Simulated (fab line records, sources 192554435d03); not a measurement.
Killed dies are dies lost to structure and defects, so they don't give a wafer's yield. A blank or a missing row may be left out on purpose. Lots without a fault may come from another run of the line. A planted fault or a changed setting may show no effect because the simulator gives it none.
Chamber matching | flow n5_finfet | N5_BEOL_M5_STRIP_36 on rie_diel-02: 4 sister chambers
The step strips in N2/H2. 8 wafers are shown with their chamber, then 11 later ones without.

WAFERS WITH THEIR CHAMBER
wafer  | chamber | drypump_motor_current_A (A) | showerhead_plenum_p_Torr (Torr)
L075.6 | 2       | 5.1                         | 2.53
L079.4 | 3       | 5.0                         | 2.48
L080.5 | 0       | 6.5                         | 2.61
L083.2 | 0       | 6.4                         | 2.60
L083.4 | 2       | 5.1                         | 2.53
L086.2 | 3       | 4.9                         | 2.47
L086.4 | 1       | 5.6                         | 2.61
L088.2 | 1       | 5.6                         | 2.61

WAFERS WITHOUT THEIR CHAMBER
wafer  | drypump_motor_current_A (A) | showerhead_plenum_p_Torr (Torr)
L088.3 | 5.0                         | 2.47
L088.5 | 5.0                         | 2.47
L087.1 | 5.6                         | 2.61
L087.5 | 4.9                         | 2.47
L087.6 | 6.5                         | 2.60
L089.2 | 5.1                         | 2.52
L089.5 | 5.0                         | 2.47
L089.6 | 6.5                         | 2.60
L097.1 | 5.0                         | 2.46
L097.2 | 5.6                         | 2.60
L097.5 | 5.0                         | 2.46

WHICH CHAMBER EACH WENT THROUGH
wafer  | from the rows above | in truth
L088.3 | 3                   | 3
L088.5 | 3                   | 3
L087.1 | 1                   | 1
L087.5 | 3                   | 3
L087.6 | 0                   | 0
L089.2 | 2                   | 2
L089.5 | 3                   | 3
L089.6 | 0                   | 0
L097.1 | 3                   | 3
L097.2 | 1                   | 1
L097.5 | 3                   | 3
Placed correctly: 11 of 11. Can't be placed from these rows: 0. Placed wrongly: 0.
How it was worked out, from the rows above alone: a wafer's distance from a chamber is the root of the sum, over the readings, of the square of ((its reading less the chamber's mean) divided by the reading's scatter). The wafer belongs to the nearest chamber; if the next one is less than 2 further off, it can't be placed. A chamber's mean is the mean of its shown wafers. The scatter: the root of (the sum of the squares of (reading less its chamber's mean) over the shown wafers, divided by (wafers less chambers)).
